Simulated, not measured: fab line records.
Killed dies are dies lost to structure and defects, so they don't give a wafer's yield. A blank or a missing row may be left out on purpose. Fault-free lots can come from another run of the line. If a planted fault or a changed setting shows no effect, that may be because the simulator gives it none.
3 desks, one fault / flow n5-finfet / what lay behind the numbers comes last; until then each desk has only its own

TOOL OWNER'S DESK, wet-bench-05
The tool's own readings at N5_FIN_SAQP_PRECLEAN_44 (cleans in SC2, time 45 s): means of the sampled wafers that have a number, for each lot that ran on this tool. The brackets show how far a lot's mean lies from the usual mean; more than 4 standard deviations puts the lot out of limits, marked OUT.
Columns: A = temp-c at N5_FIN_SAQP_PRECLEAN_44, usual 35.00 C
lot=L741; first seen here=day 2 02:13; A=35.00
lot=L742; first seen here=day 2 08:06; A=34.99
lot=L751; first seen here=day 4 14:09; A=35.08
Result from this desk: across the 3 lots, nothing is out of limits.

FROM THE METROLOGY DESK
What the gauges read, lot by lot, whatever tool the lot ran on: means of the sampled wafers that have a number. The brackets show how far a lot's mean lies from the usual mean; more than 4 standard deviations puts the lot out of limits, marked OUT. 7 of its 12 readings are shown, namely those furthest out on some lot.
Columns: A = DIBL_N at N5_BEOL_M4_RC_MEAS_101, usual 37.2 mV/V; B = IOFF_N at N5_BEOL_M4_RC_MEAS_101, usual 0.18 nA/um; C = IOFF_P at N5_BEOL_M4_RC_MEAS_101, usual 0.22 nA/um; D = ION_P at N5_BEOL_M4_RC_MEAS_101, usual 462 uA/um; E = SS_N at N5_BEOL_M4_RC_MEAS_101, usual 71.8 mV/dec; F = VT_N at N5_BEOL_M4_RC_MEAS_101, usual 249 mV; G = VT_P at N5_BEOL_M4_RC_MEAS_101, usual -250 mV
lot=L741; first seen here=day 2 03:37; A=36.0; B=0.16; C=0.17; D=452; E=71.4; F=249; G=-253
lot=L742; first seen here=day 2 08:50; A=40.2; B=0.22; C=0.23; D=457; E=71.7; F=245; G=-252
lot=L743; first seen here=day 2 17:40; A=37.8; B=0.19; C=0.25; D=464; E=72.2; F=248; G=-247
lot=L746; first seen here=day 3 10:05; A=35.9; B=0.16; C=0.22; D=473; E=71.0; F=250; G=-247
lot=L751; first seen here=day 4 14:59; A=35.6; B=0.14; C=0.22; D=466; E=71.0; F=251; G=-248
lot=L755; first seen here=day 5 14:38; A=37.2; B=0.16; C=0.21; D=462; E=71.7; F=250; G=-250
lot=L756; first seen here=day 5 21:28; A=35.4; B=0.17; C=0.19; D=458; E=71.5; F=249; G=-252
lot=L761; first seen here=day 7 03:16; A=36.9; B=0.20; C=0.23; D=462; E=72.0; F=247; G=-250
lot=L763; first seen here=day 7 14:46; A=35.3; B=0.15; C=0.19; D=457; E=72.1; F=252; G=-253
Result from this desk: across the 9 lots, nothing is out of limits.

THE DEFECT DESK
Counts from the inspections along the route, per lot, as means over the sampled wafers that have a number. The brackets show how far a lot's mean lies from the usual mean; more than 4 standard deviations puts the lot out of limits, marked OUT.
Columns: A = raw-defect-count at N5_FIN_SAQP_INSPECT_18, usual 468; B = raw-defect-count at N5_FIN_SAQP_INSPECT_40, usual 244; C = raw-defect-count at N5_FIN_CUT_INSPECT_10, usual 44
lot=L741; first seen here=day 2 04:22; A=639; B=273; C=45
lot=L742; first seen here=day 2 09:28; A=634; B=282; C=46
lot=L743; first seen here=day 2 18:17; A=431; B=234; C=42
lot=L746; first seen here=day 3 10:51; A=286; B=168; C=34
lot=L751; first seen here=day 4 15:43; A=679; B=514; C=179 (+11) OUT
lot=L755; first seen here=day 5 15:23; A=312; B=211; C=40
lot=L756; first seen here=day 5 22:13; A=402; B=210; C=41
lot=L761; first seen here=day 7 04:02; A=384; B=299; C=56
lot=L763; first seen here=day 7 15:31; A=471; B=192; C=40
Finding of this desk: L751 out of limits; the first was L751 at day 4 22:20, on raw-defect-count at N5_FIN_CUT_INSPECT_10. Within limits: L741, L742, L743, L746, L755, L756, L761, L763.

ALL TOGETHER
The defect desk could have raised an alarm at day 4 22:20, on L751.
The tool owner's desk saw nothing out of limits.
At the metrology desk, nothing out of limits was observed.
Tool owner's desk: L751 on record, inside its limits.
The metrology desk has L751 on record, within its limits.
On wet-bench-05, each named lot ran N5_FIN_SAQP_PRECLEAN_44.

WHAT THE SIMULATOR HAD PUT IN
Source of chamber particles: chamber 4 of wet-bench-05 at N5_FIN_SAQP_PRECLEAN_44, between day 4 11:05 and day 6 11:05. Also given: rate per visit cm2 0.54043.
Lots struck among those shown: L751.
Hours from the fault's start to each desk's first reading out of limits: the defect desk, 11.
